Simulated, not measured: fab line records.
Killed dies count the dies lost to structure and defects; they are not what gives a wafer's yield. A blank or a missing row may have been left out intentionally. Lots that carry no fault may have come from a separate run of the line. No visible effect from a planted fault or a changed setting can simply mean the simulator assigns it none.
Which tool did it? / flow nandHarc / 14 lots, 42 wafers sampled, at 4 steps of a route of 1159

WHAT THE GAUGES SHOWED, per wafer
No reading from a measuring or inspecting step in the record can be judged against a usual standard deviation.

WHAT TOOL EACH LOT RAN ON (gives the tool, then ch and the chambers of the sampled wafers, and finally the start)
lot=L868; NHARC_P_GATE_ETCH_104=rieDiel-03 ch 1,2,3, day 4 16:07; NHARC_P_GATE_STRIP_108=rieDiel-10 ch 0,2,3, day 4 16:48; NHARC_P_GATE_IMPLANT_49=implanter-02 ch 0, day 5 04:22; NHARC_P_GATE_DESCUM_61=rieDiel-11 ch 0,1,3, day 5 05:51
lot=L869; NHARC_P_GATE_ETCH_104=rieDiel-03 ch 0,1,2, day 4 16:22; NHARC_P_GATE_STRIP_108=rieDiel-10 ch 0,2,3, day 4 17:04; NHARC_P_GATE_IMPLANT_49=implanter-02 ch 0, day 5 04:32; NHARC_P_GATE_DESCUM_61=rieDiel-03 ch 1,2,3, day 5 06:21
lot=L870; NHARC_P_GATE_ETCH_104=rieDiel-10 ch 1,3, day 5 04:58; NHARC_P_GATE_STRIP_108=rieDiel-11 ch 0,2, day 5 05:34; NHARC_P_GATE_IMPLANT_49=implanter-01 ch 0, day 5 16:56; NHARC_P_GATE_DESCUM_61=rieDiel-03 ch 0,1,2, day 5 18:34
lot=L873; NHARC_P_GATE_ETCH_104=rieDiel-11 ch 2,3, day 5 20:13; NHARC_P_GATE_STRIP_108=rieDiel-10 ch 1,2,3, day 5 20:47; NHARC_P_GATE_IMPLANT_49=implanter-01 ch 0, day 6 08:16; NHARC_P_GATE_DESCUM_61=rieDiel-03 ch 0,1,3, day 6 09:44
lot=L876; NHARC_P_GATE_ETCH_104=rieDiel-03 ch 0,1,3, day 6 20:59; NHARC_P_GATE_STRIP_108=rieDiel-11 ch 2,3, day 6 21:38; NHARC_P_GATE_IMPLANT_49=implanter-02, day 7 11:12; NHARC_P_GATE_DESCUM_61=rieDiel-10 ch 0,1,2, day 7 13:01
lot=L881; NHARC_P_GATE_ETCH_104=rieDiel-03 ch 0,1,2, day 7 23:25; NHARC_P_GATE_STRIP_108=rieDiel-10 ch 0,3, day 8 00:12; NHARC_P_GATE_IMPLANT_49=implanter-01 ch 0, day 8 11:47; NHARC_P_GATE_DESCUM_61=rieDiel-03 ch 1,2,3, day 8 13:11
lot=L879; NHARC_P_GATE_ETCH_104=rieDiel-03 ch 0,1,2, day 8 00:07; NHARC_P_GATE_STRIP_108=rieDiel-03 ch 0,2,3, day 8 00:38; NHARC_P_GATE_IMPLANT_49=implanter-01, day 8 14:16; NHARC_P_GATE_DESCUM_61=rieDiel-03 ch 0,1,2, day 8 15:53
lot=L880; NHARC_P_GATE_ETCH_104=rieDiel-03 ch 0,2,3, day 8 01:11; NHARC_P_GATE_STRIP_108=rieDiel-11 ch 0,2,3, day 8 02:12; NHARC_P_GATE_IMPLANT_49=implanter-01 ch 0, day 8 18:02; NHARC_P_GATE_DESCUM_61=rieDiel-03 ch 0,2,3, day 8 20:25
lot=L884; NHARC_P_GATE_ETCH_104=rieDiel-03 ch 0,1,2, day 8 16:35; NHARC_P_GATE_STRIP_108=rieDiel-11 ch 2,3, day 8 17:22; NHARC_P_GATE_IMPLANT_49=implanter-02 ch 0, day 9 05:13; NHARC_P_GATE_DESCUM_61=rieDiel-10 ch 1,2,3, day 9 07:54
lot=L886; NHARC_P_GATE_ETCH_104=rieDiel-10 ch 1,2,3, day 8 22:01; NHARC_P_GATE_STRIP_108=rieDiel-11 ch 0,1,2, day 8 22:37; NHARC_P_GATE_IMPLANT_49=implanter-01 ch 0, day 9 09:58; NHARC_P_GATE_DESCUM_61=rieDiel-10 ch 1,2,3, day 9 12:09
lot=L885; NHARC_P_GATE_ETCH_104=rieDiel-10 ch 0,1,3, day 8 22:41; NHARC_P_GATE_STRIP_108=rieDiel-03 ch 0,1,3, day 8 23:16; NHARC_P_GATE_IMPLANT_49=implanter-01 ch 0, day 9 10:46; NHARC_P_GATE_DESCUM_61=rieDiel-11 ch 1,3, day 9 12:23
lot=L887; NHARC_P_GATE_ETCH_104=rieDiel-10 ch 0,3, day 9 08:06; NHARC_P_GATE_STRIP_108=rieDiel-11 ch 0,3, day 9 08:43; NHARC_P_GATE_IMPLANT_49=implanter-01 ch 0, day 9 20:12; NHARC_P_GATE_DESCUM_61=rieDiel-11 ch 1,2, day 9 21:47
lot=L888; NHARC_P_GATE_ETCH_104=rieDiel-03 ch 0,1,3, day 9 15:05; NHARC_P_GATE_STRIP_108=rieDiel-10 ch 1,2, day 9 15:49; NHARC_P_GATE_IMPLANT_49=implanter-01 ch 0, day 10 03:23; NHARC_P_GATE_DESCUM_61=rieDiel-10 ch 0,1, day 10 04:47
lot=L891; NHARC_P_GATE_ETCH_104=rieDiel-10 ch 0,1,3, day 10 06:08; NHARC_P_GATE_STRIP_108=rieDiel-10 ch 1,2,3, day 10 07:13; NHARC_P_GATE_IMPLANT_49=implanter-01 ch 0, day 10 18:40; NHARC_P_GATE_DESCUM_61=rieDiel-11 ch 0,2, day 10 20:16
- NHARC_P_GATE_ETCH_104: etches the open film in CF4/CHF3, target depth 60 nm.
- NHARC_P_GATE_STRIP_108: strips in O2.
- NHARC_P_GATE_IMPLANT_49
- NHARC_P_GATE_DESCUM_61: chemistry O2, time 3 s.

AS READ BY THE TOOLS THEMSELVES (means over the sampled wafers that have a number; for cases with no such wafer, the mark the record gives instead)
NHARC_P_GATE_ETCH_104. Usual: drypumpMotorCurrentA 5.6 A, standard deviation 0.34; oesProductAu 0.958 a.u., standard deviation 0.024; rfVppV 370.7 V, standard deviation 3; showerheadPlenumPTorr 1.57 Torr, standard deviation 0.086; throttleValvePct 16.804 %, standard deviation 0.0093.
lot=L868; tool=rieDiel-03; drypumpMotorCurrentA (A)=5.4; oesProductAu (a.u.)=0.949; rfVppV (V)=371.6; showerheadPlenumPTorr (Torr)=1.58; throttleValvePct (%)=16.805; flag=
lot=L869; tool=rieDiel-03; drypumpMotorCurrentA (A)=5.4; oesProductAu (a.u.)=0.958; rfVppV (V)=373.1; showerheadPlenumPTorr (Torr)=1.65; throttleValvePct (%)=16.810; flag=
lot=L870; tool=rieDiel-10; drypumpMotorCurrentA (A)=5.2; oesProductAu (a.u.)=0.934; rfVppV (V)=368.6; showerheadPlenumPTorr (Torr)=1.53; throttleValvePct (%)=16.806; flag=
lot=L873; tool=rieDiel-11; drypumpMotorCurrentA (A)=5.9; oesProductAu (a.u.)=0.981; rfVppV (V)=367.7; showerheadPlenumPTorr (Torr)=1.50; throttleValvePct (%)=16.800; flag=
lot=L876; tool=rieDiel-03; drypumpMotorCurrentA (A)=5.5; oesProductAu (a.u.)=0.924; rfVppV (V)=370.3; showerheadPlenumPTorr (Torr)=1.58; throttleValvePct (%)=16.809; flag=
lot=L881; tool=rieDiel-03; drypumpMotorCurrentA (A)=5.5; oesProductAu (a.u.)=0.937; rfVppV (V)=372.5; showerheadPlenumPTorr (Torr)=1.64; throttleValvePct (%)=16.797; flag=
lot=L879; tool=rieDiel-03; drypumpMotorCurrentA (A)=5.4; oesProductAu (a.u.)=0.981; rfVppV (V)=372.4; showerheadPlenumPTorr (Torr)=1.64; throttleValvePct (%)=16.795; flag=
lot=L880; tool=rieDiel-03; drypumpMotorCurrentA (A)=5.6; oesProductAu (a.u.)=0.971; rfVppV (V)=372.0; showerheadPlenumPTorr (Torr)=1.62; throttleValvePct (%)=16.802; flag=
lot=L884; tool=rieDiel-03; drypumpMotorCurrentA (A)=5.5; oesProductAu (a.u.)=0.932; rfVppV (V)=373.3; showerheadPlenumPTorr (Torr)=1.64; throttleValvePct (%)=16.799; flag=
lot=L886; tool=rieDiel-10; drypumpMotorCurrentA (A)=5.5; oesProductAu (a.u.)=0.982; rfVppV (V)=370.3; showerheadPlenumPTorr (Torr)=1.56; throttleValvePct (%)=16.815; flag=
lot=L885; tool=rieDiel-10; drypumpMotorCurrentA (A)=5.4; oesProductAu (a.u.)=0.988; rfVppV (V)=368.5; showerheadPlenumPTorr (Torr)=1.53; throttleValvePct (%)=16.802; flag=
lot=L887; tool=rieDiel-10; drypumpMotorCurrentA (A)=5.4; oesProductAu (a.u.)=0.975; rfVppV (V)=370.6; showerheadPlenumPTorr (Torr)=1.55; throttleValvePct (%)=16.803; flag=
lot=L888; tool=rieDiel-03; drypumpMotorCurrentA (A)=5.5; oesProductAu (a.u.)=0.925; rfVppV (V)=370.6; showerheadPlenumPTorr (Torr)=1.57; throttleValvePct (%)=16.806; flag=
lot=L891; tool=rieDiel-10; drypumpMotorCurrentA (A)=5.4; oesProductAu (a.u.)=0.955; rfVppV (V)=369.7; showerheadPlenumPTorr (Torr)=1.52; throttleValvePct (%)=16.807; flag=

NHARC_P_GATE_STRIP_108. Usual: drypumpMotorCurrentA 5.7 A, standard deviation 0.49; oesProductAu 1.003 a.u., standard deviation 0.012; rfVppV 57.6 V, standard deviation 1; showerheadPlenumPTorr 3.46 Torr, standard deviation 0.17; throttleValvePct 17.036 %, standard deviation 0.0085.
lot=L868; tool=rieDiel-10; drypumpMotorCurrentA (A)=5.7; oesProductAu (a.u.)=0.998; rfVppV (V)=57.5; showerheadPlenumPTorr (Torr)=3.58; throttleValvePct (%)=17.028; flag=
lot=L869; tool=rieDiel-10; drypumpMotorCurrentA (A)=5.7; oesProductAu (a.u.)=1.008; rfVppV (V)=58.5; showerheadPlenumPTorr (Torr)=3.58; throttleValvePct (%)=17.048; flag=
lot=L870; tool=rieDiel-11; drypumpMotorCurrentA (A)=6.4; oesProductAu (a.u.)=0.996; rfVppV (V)=57.1; showerheadPlenumPTorr (Torr)=3.33; throttleValvePct (%)=17.036; flag=
lot=L873; tool=rieDiel-10; drypumpMotorCurrentA (A)=5.5; oesProductAu (a.u.)=1.000; rfVppV (V)=56.8; showerheadPlenumPTorr (Torr)=3.51; throttleValvePct (%)=17.039; flag=
lot=L876; tool=rieDiel-11; drypumpMotorCurrentA (A)=5.6; oesProductAu (a.u.)=1.008; rfVppV (V)=57.7; showerheadPlenumPTorr (Torr)=3.36; throttleValvePct (%)=17.033; flag=
lot=L881; tool=rieDiel-10; drypumpMotorCurrentA (A)=5.4; oesProductAu (a.u.)=1.003; rfVppV (V)=57.4; showerheadPlenumPTorr (Torr)=3.48; throttleValvePct (%)=17.041; flag=
lot=L879; tool=rieDiel-03; drypumpMotorCurrentA (A)=5.6; oesProductAu (a.u.)=0.989; rfVppV (V)=57.4; showerheadPlenumPTorr (Torr)=3.63; throttleValvePct (%)=17.029; flag=
lot=L880; tool=rieDiel-11; drypumpMotorCurrentA (A)=6.1; oesProductAu (a.u.)=1.003; rfVppV (V)=57.8; showerheadPlenumPTorr (Torr)=3.33; throttleValvePct (%)=17.034; flag=
lot=L884; tool=rieDiel-11; drypumpMotorCurrentA (A)=5.6; oesProductAu (a.u.)=1.006; rfVppV (V)=56.6; showerheadPlenumPTorr (Torr)=3.36; throttleValvePct (%)=17.028; flag=
lot=L886; tool=rieDiel-11; drypumpMotorCurrentA (A)=6.1; oesProductAu (a.u.)=1.002; rfVppV (V)=56.4; showerheadPlenumPTorr (Torr)=3.32; throttleValvePct (%)=17.035; flag=
lot=L885; tool=rieDiel-03; drypumpMotorCurrentA (A)=5.5; oesProductAu (a.u.)=1.005; rfVppV (V)=56.9; showerheadPlenumPTorr (Torr)=3.52; throttleValvePct (%)=17.036; flag=
lot=L887; tool=rieDiel-11; drypumpMotorCurrentA (A)=6.4; oesProductAu (a.u.)=0.973; rfVppV (V)=58.1; showerheadPlenumPTorr (Torr)=3.66; throttleValvePct (%)=17.030; flag=
lot=L888; tool=rieDiel-10; drypumpMotorCurrentA (A)=5.8; oesProductAu (a.u.)=1.007; rfVppV (V)=58.4; showerheadPlenumPTorr (Torr)=3.59; throttleValvePct (%)=17.037; flag=
lot=L891; tool=rieDiel-10; drypumpMotorCurrentA (A)=5.5; oesProductAu (a.u.)=1.029; rfVppV (V)=57.9; showerheadPlenumPTorr (Torr)=3.50; throttleValvePct (%)=17.040; flag=

NHARC_P_GATE_IMPLANT_49. Usual: beamEnergyKeV 30.000, standard deviation 0.0085; beamOnS 30.2 s, standard deviation 1.6.
lot=L868; tool=implanter-02; beamEnergyKeV=30.003; beamOnS (s)=31.4; flag=
lot=L869; tool=implanter-02; beamEnergyKeV=29.994; beamOnS (s)=33.0; flag=
lot=L870; tool=implanter-01; beamEnergyKeV=30.002; beamOnS (s)=29.3; flag=
lot=L873; tool=implanter-01; beamEnergyKeV=30.001; beamOnS (s)=29.6; flag=
lot=L876; tool=implanter-02; beamEnergyKeV=-; beamOnS (s)=-; flag=OFF
lot=L881; tool=implanter-01; beamEnergyKeV=30.016; beamOnS (s)=29.4; flag=
lot=L879; tool=implanter-01; beamEnergyKeV=-; beamOnS (s)=-; flag=OFF
lot=L880; tool=implanter-01; beamEnergyKeV=29.991; beamOnS (s)=28.9; flag=
lot=L884; tool=implanter-02; beamEnergyKeV=30.002; beamOnS (s)=32.5; flag=
lot=L886; tool=implanter-01; beamEnergyKeV=30.015; beamOnS (s)=28.9; flag=
lot=L885; tool=implanter-01; beamEnergyKeV=29.995; beamOnS (s)=28.2; flag=
lot=L887; tool=implanter-01; beamEnergyKeV=30.005; beamOnS (s)=29.1; flag=
lot=L888; tool=implanter-01; beamEnergyKeV=29.989; beamOnS (s)=29.5; flag=
lot=L891; tool=implanter-01; beamEnergyKeV=29.999; beamOnS (s)=29.2; flag=

NHARC_P_GATE_DESCUM_61. Usual: drypumpMotorCurrentA 5.6 A, standard deviation 0.45; oesProductAu 1.004 a.u., standard deviation 0.013; rfVppV 57.7 V, standard deviation 0.88; showerheadPlenumPTorr 1.88 Torr, standard deviation 0.1; throttleValvePct 11.311 %, standard deviation 0.0086.
lot=L868; tool=rieDiel-11; drypumpMotorCurrentA (A)=5.9; oesProductAu (a.u.)=1.001; rfVppV (V)=57.8; showerheadPlenumPTorr (Torr)=1.81; throttleValvePct (%)=11.315; flag=
lot=L869; tool=rieDiel-03; drypumpMotorCurrentA (A)=5.4; oesProductAu (a.u.)=1.005; rfVppV (V)=57.2; showerheadPlenumPTorr (Torr)=1.92; throttleValvePct (%)=11.307; flag=
lot=L870; tool=rieDiel-03; drypumpMotorCurrentA (A)=5.4; oesProductAu (a.u.)=1.000; rfVppV (V)=58.1; showerheadPlenumPTorr (Torr)=2.01; throttleValvePct (%)=11.319; flag=
lot=L873; tool=rieDiel-03; drypumpMotorCurrentA (A)=5.5; oesProductAu (a.u.)=0.999; rfVppV (V)=57.9; showerheadPlenumPTorr (Torr)=1.92; throttleValvePct (%)=11.303; flag=
lot=L876; tool=rieDiel-10; drypumpMotorCurrentA (A)=5.7; oesProductAu (a.u.)=1.007; rfVppV (V)=58.5; showerheadPlenumPTorr (Torr)=1.91; throttleValvePct (%)=11.306; flag=
lot=L881; tool=rieDiel-03; drypumpMotorCurrentA (A)=5.4; oesProductAu (a.u.)=1.005; rfVppV (V)=59.0; showerheadPlenumPTorr (Torr)=1.91; throttleValvePct (%)=11.309; flag=
lot=L879; tool=rieDiel-03; drypumpMotorCurrentA (A)=5.5; oesProductAu (a.u.)=1.009; rfVppV (V)=57.9; showerheadPlenumPTorr (Torr)=2.00; throttleValvePct (%)=11.298; flag=
lot=L880; tool=rieDiel-03; drypumpMotorCurrentA (A)=5.6; oesProductAu (a.u.)=1.000; rfVppV (V)=57.7; showerheadPlenumPTorr (Torr)=1.97; throttleValvePct (%)=11.305; flag=
lot=L884; tool=rieDiel-10; drypumpMotorCurrentA (A)=5.5; oesProductAu (a.u.)=1.015; rfVppV (V)=57.9; showerheadPlenumPTorr (Torr)=1.90; throttleValvePct (%)=11.313; flag=
lot=L886; tool=rieDiel-10; drypumpMotorCurrentA (A)=5.5; oesProductAu (a.u.)=1.012; rfVppV (V)=57.1; showerheadPlenumPTorr (Torr)=1.90; throttleValvePct (%)=11.311; flag=
lot=L885; tool=rieDiel-11; drypumpMotorCurrentA (A)=5.4; oesProductAu (a.u.)=0.985; rfVppV (V)=57.9; showerheadPlenumPTorr (Torr)=1.81; throttleValvePct (%)=11.309; flag=
lot=L887; tool=rieDiel-11; drypumpMotorCurrentA (A)=5.9; oesProductAu (a.u.)=1.007; rfVppV (V)=57.8; showerheadPlenumPTorr (Torr)=1.80; throttleValvePct (%)=11.316; flag=
lot=L888; tool=rieDiel-10; drypumpMotorCurrentA (A)=5.4; oesProductAu (a.u.)=1.020; rfVppV (V)=58.1; showerheadPlenumPTorr (Torr)=1.82; throttleValvePct (%)=11.317; flag=
lot=L891; tool=rieDiel-11; drypumpMotorCurrentA (A)=6.3; oesProductAu (a.u.)=1.003; rfVppV (V)=57.2; showerheadPlenumPTorr (Torr)=1.88; throttleValvePct (%)=11.307; flag=

THE ANSWER, worked out from the rows above alone
Rule: a lot counts as off when the mean over its wafers that have a number is more than 3 standard deviations away from the usual mean. A lot without any number at a reading at which 4 lots or more have one is off too. The other lots that the step has rows for count as sound. Order of review: gauges by route order, followed by the tools' own readings, for which a lot's mean as printed above is used. The first step at which some lot is off is used, and at that step the reading that is off furthest; a lot without a number counts as furthest.
Off: L876, L879, at NHARC_P_GATE_IMPLANT_49 (beamEnergyKeV). Without a number there: L876, L879.
If a tool, at that step or one of the process steps before it, ran each lot that is off and ran no sound lot following the first of them, it fits. None of those tried fits.

WHAT THE SIMULATOR HAD PUT IN
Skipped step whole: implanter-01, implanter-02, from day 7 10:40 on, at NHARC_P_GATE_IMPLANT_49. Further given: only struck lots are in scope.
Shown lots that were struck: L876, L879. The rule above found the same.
